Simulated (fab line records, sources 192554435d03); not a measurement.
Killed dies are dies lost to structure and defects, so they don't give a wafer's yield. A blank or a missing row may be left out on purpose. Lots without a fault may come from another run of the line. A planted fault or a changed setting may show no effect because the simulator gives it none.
Chamber matching | flow n5_finfet | N5_HKMG_FIN_STRIP_89 on rie_diel-02: 4 sister chambers
The step strips SOC in N2/H2, time 20 s. 22 wafers are shown with their chamber, then 11 later ones without.

WAFERS WITH THEIR CHAMBER
wafer  | chamber | drypump_motor_current_A (A) | throttle_valve_pct (%) | oes_product_au (a.u.)
L078.4 | 3       | 6.13                        | 18.4                   | 0.75
L078.5 | 1       | 5.59                        | 18.9                   | 0.68
L078.6 | 0       | 5.99                        | 19.0                   | 0.88
L079.4 | 3       | 6.11                        | 18.4                   | 0.73
L079.5 | 1       | 5.58                        | 18.9                   | 0.70
L079.6 | 0       | 5.96                        | 19.0                   | 0.88
L080.2 | 1       | 5.57                        | 18.9                   | 0.69
L080.3 | 3       | 6.11                        | 18.4                   | 0.74
L080.6 | 0       | 5.96                        | 19.0                   | 0.87
L083.2 | 0       | 5.97                        | 19.0                   | 0.87
L083.4 | 3       | 6.10                        | 18.4                   | 0.73
L083.6 | 0       | 6.00                        | 19.0                   | 0.87
L086.1 | 0       | 5.97                        | 19.0                   | 0.86
L086.5 | 3       | 6.11                        | 18.4                   | 0.73
L086.6 | 0       | 5.99                        | 19.0                   | 0.86
L088.2 | 2       | 5.36                        | 18.3                   | 0.91
L088.3 | 0       | 5.96                        | 19.0                   | 0.86
L088.6 | 1       | 5.56                        | 18.5                   | 0.94
L089.1 | 3       | 6.09                        | 18.4                   | 0.71
L089.2 | 0       | 5.97                        | 19.0                   | 0.86
L089.5 | 2       | 5.35                        | 18.4                   | 0.90
L090.3 | 2       | 5.37                        | 18.3                   | 0.89

SIGNATURES (means of the wafers above)
reading                 | chamber 0 | chamber 1 | chamber 2 | chamber 3 | scatter within a chamber
drypump_motor_current_A | 5.9744    | 5.5750    | 5.3600    | 6.1083    | 0.0138
throttle_valve_pct      | 19.000    | 18.800    | 18.333    | 18.400    | 0.0839
oes_product_au          | 0.8678    | 0.7525    | 0.9000    | 0.7317    | 0.052
Rule: a wafer's distance from a chamber is the root of the sum, over the readings, of the square of ((its reading less the chamber's mean) divided by the reading's scatter). The wafer belongs to the nearest chamber; if the next one is less than 2 further off, it can't be placed. The scatter: the root of (the sum of the squares of (reading less its chamber's mean) over the shown wafers, divided by (wafers less chambers)).

WAFERS WITHOUT THEIR CHAMBER
wafer  | drypump_motor_current_A (A) | throttle_valve_pct (%) | oes_product_au (a.u.)
L090.5 | 5.99                        | 19.0                   | 0.85
L090.6 | 6.11                        | 18.4                   | 0.72
L091.1 | 5.97                        | 19.1                   | 0.85
L091.3 | 5.58                        | 18.5                   | 0.91
L091.5 | 5.56                        | 18.5                   | 0.92
L093.1 | 5.56                        | 18.5                   | 0.91
L093.3 | 5.98                        | 19.1                   | 0.84
L093.4 | 5.37                        | 18.4                   | 0.87
L096.2 | 6.13                        | 18.4                   | 0.71
L096.3 | 5.59                        | 18.5                   | 0.90
L096.5 | 5.55                        | 18.5                   | 0.91

WHICH CHAMBER EACH WENT THROUGH
wafer  | from the rows above | in truth
L090.5 | 0                   | 0
L090.6 | 3                   | 3
L091.1 | 0                   | 0
L091.3 | 1                   | 1
L091.5 | 1                   | 1
L093.1 | 1                   | 1
L093.3 | 0                   | 0
L093.4 | 2                   | 2
L096.2 | 3                   | 3
L096.3 | 1                   | 1
L096.5 | 1                   | 1
Placed correctly: 11 of 11. Can't be placed from these rows: 0. Placed wrongly: 0.
